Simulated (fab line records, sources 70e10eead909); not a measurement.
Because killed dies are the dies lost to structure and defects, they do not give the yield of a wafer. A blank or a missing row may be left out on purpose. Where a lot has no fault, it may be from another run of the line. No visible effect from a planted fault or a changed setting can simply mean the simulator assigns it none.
A lot that was struck, set against a sound lot + flow nand-harc + 15 steps out of a route of 1159
Sound: the wafers L982.1, L982.2, L982.6. Struck: wafer L988.6. (L988.1, L988.5 of the same lot were not struck and are left out.) The cause comes at the end.
Each step with rows lists, per side, the tool, then ch with its chambers, then its first start. Under that, the readings that differ: sound wafers + struck wafers + difference of the means + sigmas: that difference in standard deviations of wafers without a fault.
alike: readings whose means differ by less than 2 such deviations, and words and numbers that are the same on both sides. not compared: withheld readings, readings that some wafer has no value for, bounds like >300 that may hide the same value, and numbers for which the record gives no deviation and whose values overlap.
The two part at a step that has a row with sigmas, a row that says differs or no value, or rows on one side only. When numbers do not overlap yet have no deviation, they are printed without sigmas and do not part them. Lack of a reading on every wafer of one side parts them only where that side has two or more wafers.

NHARC_A_CHANNEL_HOLE_D1_STRIP_27: strips in O2.
  sound: rie-diel-01 ch 2,3; struck: rie-diel-01 ch 3
  alike: drypump-motor-current-A, oes-product-au, rf-vpp-V, showerhead-plenum-p-Torr, throttle-valve-pct
  not compared: rf-hours-counter-h
then, 2 steps without rows for these wafers: NHARC_A_CHANNEL_HOLE_D1_PRECLEAN_28 (cleans in SC1); NHARC_A_CHANNEL_HOLE_D1_SRD_29.
NHARC_A_CHANNEL_HOLE_D1_CD_MEAS_30:
  sound on cd-sem-01 at day 9 15:13; struck on cd-sem-01 at day 11 04:24
  alike: cd-nm
NHARC_A_CHANNEL_HOLE_D1_XSEM_31:
  sound on xsem-01 ch 0, day 9 15:18; struck on xsem-02 ch 0, day 11 04:31
  alike: bot-cd-nm, bow-nm, tilt-deg
NHARC_A_CHANNEL_HOLE_D1_INSPECT_40:
  sound on defect-inspect-01 at day 9 15:23; struck on defect-inspect-01 at day 11 04:36
  alike: raw-defect-count
then, 2 steps without rows for these wafers: NHARC_A_CHANNEL_FILL_D1_PRECLEAN_00 (cleans in SC1); NHARC_A_CHANNEL_FILL_D1_SRD_01.
NHARC_A_CHANNEL_FILL_D1_ALD_02: deposits SiO2, target thk 6 nm, pulse time 10 s, ald cycles 60.
  sound on ald-hk-01 ch 1,2,3, day 9 15:56; struck on ald-hk-04 ch 3, day 11 07:30
  alike: heater-power-w, precursor-pulse-height-rel
  not compared: ald-cycles
then, 1 step without rows for these wafers: NHARC_A_CHANNEL_FILL_D1_ALD_03 (deposits SiNx, target thk 6 nm, pulse time 60 s, ald cycles 58).
NHARC_A_CHANNEL_FILL_D1_ALD_14: deposits SiO2, target thk 2.5 nm, pulse time 10 s, ald cycles 25.
  sound on ald-hk-02 ch 0,1,2, day 9 22:55; struck on ald-hk-04 ch 1, day 11 14:29
  alike: heater-power-w, precursor-pulse-height-rel
  not compared: ald-cycles
NHARC_A_CHANNEL_FILL_D1_ALD_15: deposits SiNx, target thk 2 nm, pulse time 60 s, ald cycles 19.
  sound: ald-sin-batch-03 ch 0; struck: ald-sin-batch-02 ch 0
  alike: precursor-pulse-height-rel
  not compared: ald-cycles
NHARC_A_CHANNEL_FILL_D1_ALD_16: deposits SiO2, target thk 1.5 nm, pulse time 10 s, ald cycles 15.
  sound on ald-hk-02 ch 0,3, day 10 04:01; struck on ald-hk-01 ch 3, day 11 19:41
| reading    | sound    | struck | difference | sigmas |
|------------|----------|--------|------------|--------|
| ald-cycles | 15 15 15 | 6      | -9         |        |
  alike: heater-power-w, precursor-pulse-height-rel
then, 1 step without rows for these wafers: NHARC_A_CHANNEL_FILL_D1_ANNEAL_17 (time 1800 s).
NHARC_END_SORT_01:
  the record has rows for the sound wafers here (prober-02 ch 0, day 20 07:35) and none for the struck ones

## WHERE THEY PART
Within this record, at NHARC_END_SORT_01 only.

WHY: what had been put in by the simulator
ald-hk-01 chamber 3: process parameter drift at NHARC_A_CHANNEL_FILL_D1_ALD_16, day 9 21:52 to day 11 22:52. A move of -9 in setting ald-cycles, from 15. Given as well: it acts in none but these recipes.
